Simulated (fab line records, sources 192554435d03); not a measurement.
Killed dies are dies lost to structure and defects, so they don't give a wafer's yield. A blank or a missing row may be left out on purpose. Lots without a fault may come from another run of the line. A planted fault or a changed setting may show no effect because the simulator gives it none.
Split-lot experiment | flow n5_finfet | 7 lots, 21 wafers read, on a route of 1938 steps

THE SPLIT
At N5_BEOL_M5_VIA_ETCH_34 (etches SiCOH lowk in C4F6/O2, target depth 88.3 nm, time 39.2 s), the setting bias_w was moved away from the recipe's 185 W on 12 of the 21 wafers read, by -11.6% to +15.1%. The other wafers ran this setting at the recipe's value.

The reading is taken at the split's own step.

THE READING
rf_vpp_V, in V, at N5_BEOL_M5_VIA_ETCH_34 (etches SiCOH lowk in C4F6/O2, target depth 88.3 nm, time 39.2 s). Fault-free wafers of this fab line usually give 670 V, standard deviation 11 V.

wafer  | tool, chamber at the split | bias_w as run, W | against the recipe | rf_vpp_V, V | against lot-mates on the recipe
L074.1 | rie_diel-01, 2             | 212.9            | +15.1%             | 748         | +78
L074.4 | rie_diel-01, 2             | 185              | recipe             | 670         | -
L074.5 | rie_diel-01, 0             | 212.9            | +15.1%             | 766         | +96
L075.3 | rie_diel-02, 2             | 185              | recipe             | 669         | -
L075.4 | rie_diel-02, 0             | 185              | recipe             | 671         | -
L075.5 | rie_diel-02, 3             | 185              | recipe             | 654         | -
L086.2 | rie_diel-05, 2             | 185              | recipe             | 665         | -
L086.3 | rie_diel-05, 0             | 203.8            | +10.2%             | 722         | +57
L086.4 | rie_diel-05, 1             | 203.8            | +10.2%             | 738         | +73
L085.2 | rie_diel-05, 0             | 163.5            | -11.6%             | 606         | -74
L085.3 | rie_diel-05, 1             | 185              | recipe             | 684         | -
L085.4 | rie_diel-05, 3             | 185              | recipe             | 675         | -
L089.2 | rie_diel-05, 2             | 210.4            | +13.7%             | 737         | +70
L089.4 | rie_diel-05, 0             | 185              | recipe             | 667         | -
L089.5 | rie_diel-05, 3             | 210.4            | +13.7%             | 746         | +79
L095.3 | rie_diel-05, 1             | 208.8            | +12.9%             | 753         | no lot-mate on the recipe
L095.4 | rie_diel-05, 3             | 208.8            | +12.9%             | 742         | no lot-mate on the recipe
L095.5 | rie_diel-05, 1             | 208.8            | +12.9%             | 753         | no lot-mate on the recipe
L096.3 | rie_diel-05, 0             | 203              | +9.7%              | 718         | +43
L096.5 | rie_diel-05, 2             | 203              | +9.7%              | 716         | +41
L096.6 | rie_diel-05, 3             | 185              | recipe             | 675         | -

THE FIT
A straight line over all 21 wafers: rf_vpp_V changes by +5.66 V for each +1% of bias_w; r = +0.98; the points scatter about the line by 8.3 V.
The same after taking each lot's own level away (the mean of its wafers on the recipe; 18 wafers): +5.72 V for each +1%; r = +0.98; scatter 8.1 V.
On that fit, the largest move of bias_w shifts the reading by 86 V.
The lots' own levels span 664.7 to 679.5 V, that is 1.3 times the standard deviation above.
So the lot-to-lot level changes the slope little: the two slopes agree.
Check: with one of the wafers moved furthest among these (+15.1%) left out of the fit, the line predicts +86.1 V for it against its lot-mates. It came out at +78 V against them.
Tool readings at the split's step, against how far the setting was moved: rf_vpp_V r = +0.98.

OTHER SPLITS ON THESE WAFERS
These wafers also went through other splits before the reading. Each is held against what the fit with the lots' levels taken away leaves over:
other split on the same wafers | wafers away from the commonest value | r with rf_vpp_V (lot level and that fit taken away)
N5_BEOL_M2_PECVD_72 time_s     | 6                                    | +0.24
N5_BEOL_M3_ILD_DEP_00 time_s   | 8                                    | -0.03
N5_BEOL_M3_COAT_05 spin_rpm    | 10                                   | -0.27
N5_BEOL_M3_ETCH_70 time_s      | 4                                    | -0.13
N5_BEOL_M4_COAT_73 spin_rpm    | 7                                    | +0.09
N5_BEOL_M4_EXPOSE_08 dose_mj   | 6                                    | -0.43
N5_BEOL_M5_COAT_71 spin_rpm    | 4                                    | -0.11
N5_BEOL_M5_ETCH_72 bias_w      | 5                                    | +0.00

THE FILE'S OWN FIT
rf_vpp_V changes by +5.68 V for each +1% of bias_w, r = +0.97.
